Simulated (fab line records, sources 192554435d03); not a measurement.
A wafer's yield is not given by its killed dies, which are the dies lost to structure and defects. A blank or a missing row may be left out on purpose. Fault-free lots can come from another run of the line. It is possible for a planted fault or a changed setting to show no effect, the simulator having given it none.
Struck lot and sound lot, side by side || flow n5-finfet || 41 out of 1938 route steps
Sound: these wafers, L563.1, L563.2, L563.6. Wafers struck: L568.3, L568.5, L568.6. The cause comes at the end.
Per side, at each step with rows, come the tool, then ch with its chambers, and then its first start. Under that, the readings that differ: sound wafers || struck wafers || difference of the means || sigmas: that difference in standard deviations of wafers without a fault.
alike: words and numbers the same on both sides, and readings whose means are apart by under 2 such deviations; not compared: readings that were withheld, readings missing a value for some wafer, numbers with overlapping values and no deviation given by the record, and bounds like >300 which may hide the same value.
Wherever a step has rows on one side only, a row that says differs or no value, or a row with sigmas, the two part there. Numbers that don't overlap but have no deviation are shown without sigmas and don't part them. A reading that every wafer of one side lacks parts them only if that side has two wafers or more.

first, 4 steps without rows for these wafers: N5_BEOL_M4_HM_STRIP_39 (strips TiN in peroxide tin strip, target depth 25 nm, time 158 s); N5_BEOL_M4_SRD_40 (time 30 s); N5_BEOL_M4_PRECLEAN_42 (cleans in residue remover, time 60 s); N5_BEOL_M4_SRD_43 (time 30 s).
N5_BEOL_M4_CD_MEAS_35: target cd 18 nm, target cd y 22.4 nm.
  struck on cd-sem-03, day 10 18:50; sound on cd-sem-01, day 9 09:46
  alike: cd-nm
N5_BEOL_M4_DEGAS_44: time 60 s.
  struck on pvd-sputter-02, day 10 19:16; sound on pvd-sputter-02, day 9 10:32
  alike: heater-power-w, susceptor-temp-C
then, 6 steps without rows for these wafers: N5_BEOL_M4_PRE_CLEAN_45 (time 30 s); N5_BEOL_M4_ALD_84 (deposits TaN, pulse time 2 s, purge time 3 s, co reactant purge time 2 s); N5_BEOL_M4_SURFACE_TREAT_85; N5_BEOL_M4_CVD_47 (deposits Co from CCTBA/H2, target thk 3 nm, time 223.8 s); N5_BEOL_M4_SPUTTER_48 (material Cu, target thk 4.5 nm, time 8.29 s); N5_BEOL_M4_ANNEAL_49 (time 240 s).
N5_BEOL_M4_SPUTTER_79: material Cu, target thk 4.5 nm, time 8.29 s.
  struck on pvd-sputter-02, day 10 20:22; sound on pvd-sputter-01, day 9 11:54
  alike: susceptor-temp-C, throttle-valve-pct
then, 10 steps without rows for these wafers: N5_BEOL_M4_ANNEAL_80 (time 240 s); N5_BEOL_M4_SPUTTER_81 (material Cu, target thk 4.5 nm, time 8.29 s); N5_BEOL_M4_ANNEAL_82 (time 240 s); N5_BEOL_M4_SPUTTER_86 (material Cu, target thk 4.5 nm, time 8.29 s); N5_BEOL_M4_ANNEAL_87 (time 240 s); N5_BEOL_M4_SPUTTER_88 (material Cu, target thk 4.5 nm, time 8.29 s); N5_BEOL_M4_ANNEAL_89 (time 240 s); N5_BEOL_M4_SPUTTER_90 (material Cu, target thk 4.5 nm, time 8.29 s); N5_BEOL_M4_ANNEAL_91 (time 240 s); N5_BEOL_M4_SPUTTER_92 (material Cu, target thk 4.5 nm, time 8.29 s).
N5_BEOL_M4_ANNEAL_93: time 240 s.
  struck on pvd-sputter-02, day 10 21:32; sound on pvd-sputter-01, day 9 13:05
  alike: heater-power-w, susceptor-temp-C
then, 1 step without rows for these wafers: N5_BEOL_M4_SPUTTER_94 (material Cu, target thk 4.5 nm, time 8.29 s).
N5_BEOL_M4_ANNEAL_95: time 240 s.
  struck on pvd-sputter-02, day 10 21:46; sound on pvd-sputter-01, day 9 13:18
  alike: heater-power-w, susceptor-temp-C
then, 2 steps without rows for these wafers: N5_BEOL_M4_SPUTTER_96 (material Cu, target thk 4.5 nm, time 8.29 s); N5_BEOL_M4_ECD_50 (material Cu, target thk 300 nm).
N5_BEOL_M4_ANNEAL_51: time 90 s.
  sound on rtp-anneal-02 ch 0, day 9 13:38; struck on rtp-anneal-02 ch 0, day 10 22:11
  alike: wafer_temp_C_max
then, 5 steps without rows for these wafers: N5_BEOL_M4_CMP_52 (polishes, stops on SiOC, t overpolish 6.8 s, target thk 40 nm); N5_BEOL_M4_PRE_CLEAN_60 (time 15 s); N5_BEOL_M4_CO_CAP_55 (material Co, precursor CCTBA/H2, target thk 2 nm, time 102.1 s); N5_BEOL_M4_PRE_CLEAN_56 (time 15 s); N5_BEOL_M4_DEP_57 (deposits SiCN from 3MS/NH3, target thk 8 nm, time 14 s).
N5_BEOL_M4_RS_MEAS_58: measurement is done with a four-point probe.
  struck on film-metro-01, day 10 22:58; sound on film-metro-02, day 9 14:31
  alike: M4_RS
N5_BEOL_M4_RC_MEAS_101:
  sound on prober-02 ch 0, day 9 14:34; struck on prober-01 ch 0, day 10 23:19
{"reading": "SS_N (mV/dec)", "sound": "70.8 72.2 71.5", "struck": "72.4 73.2 72.5", "difference": "+1.2", "sigmas": "+2"}
  alike: DIBL_N, DIBL_P, IOFF_N, IOFF_P, ION_N, ION_P, SS_P, VT_N, VT_P
then, 2 steps without rows for these wafers: N5_BEOL_M5_ILD_DEP_00 (deposits SiCOH lowk from DEMS/porogen, target thk 140.64 nm, time 25.9 s); N5_BEOL_M5_CURE_79 (cures SiCOH lowk, time 240 s).
N5_BEOL_M5_THK_MEAS_01:
  struck on film-metro-02, day 11 00:32; sound on film-metro-02, day 9 16:08
  alike: M5_ILD_THK
N5_BEOL_M5_PECVD_70: deposits SiO2 from TEOS/O2, target thk 16 nm, time 18 s.
  sound on pecvd-03 ch 0,1, day 9 16:10; struck on pecvd-02 ch 0,1,2, day 11 00:35
  alike: heater-power-w, showerhead-plenum-p-Torr, susceptor-temp-C, throttle-valve-pct
-- record jumps: 5 days separate the struck wafers' starts on either side; left off in module BEOL_M5, taken up again in module PASSIVATION, whose first shown step is the route's number 1936 --
N5_PASSIVATION_PROBE_49:
  struck on prober-01, day 16 02:13; sound on prober-01, day 14 01:23
{"reading": "defect-limited-yield (%)", "sound": "88.8 89.9 89.7", "struck": "81.7 79.3 87.1", "difference": -6.8, "sigmas": -5}
{"reading": "killed_at_M4_up", "sound": "17 6 9", "struck": "135 134 78", "difference": "+105", "sigmas": "+18"}
{"reading": "killed-dies", "sound": "132 119 121", "struck": "216 244 152", "difference": "+80", "sigmas": "+5"}
{"reading": "killed-on-rim", "sound": "18 19 14", "struck": "33 37 25", "difference": "+15", "sigmas": "+4"}
{"reading": "killed-short", "sound": "58 51 53", "struck": "29 44 32", "difference": -19, "sigmas": -2}
{"reading": "sort_bin_5_function (%)", "sound": "6.9 5.3 5.7", "struck": "11.3 12.7 7.4", "difference": "+4.5", "sigmas": "+5"}
{"reading": "sort-n-pass", "sound": "1048 1061 1059", "struck": "964 936 1028", "difference": -80, "sigmas": -5}
{"reading": "sort-yield-pct (%)", "sound": "88.8 89.9 89.7", "struck": "81.7 79.3 87.1", "difference": -6.8, "sigmas": -5}
  alike: killed_at_M0_to_M3, killed-at-contacts, killed-at-front-end, killed-at-other, killed-open, sort_bin_6_memory, sort_bin_8_speed

== WHERE THEY PART ==
Last at N5_PASSIVATION_PROBE_49 as far as this record goes, first at N5_BEOL_M4_RC_MEAS_101.

WHY: the cause the simulator had injected
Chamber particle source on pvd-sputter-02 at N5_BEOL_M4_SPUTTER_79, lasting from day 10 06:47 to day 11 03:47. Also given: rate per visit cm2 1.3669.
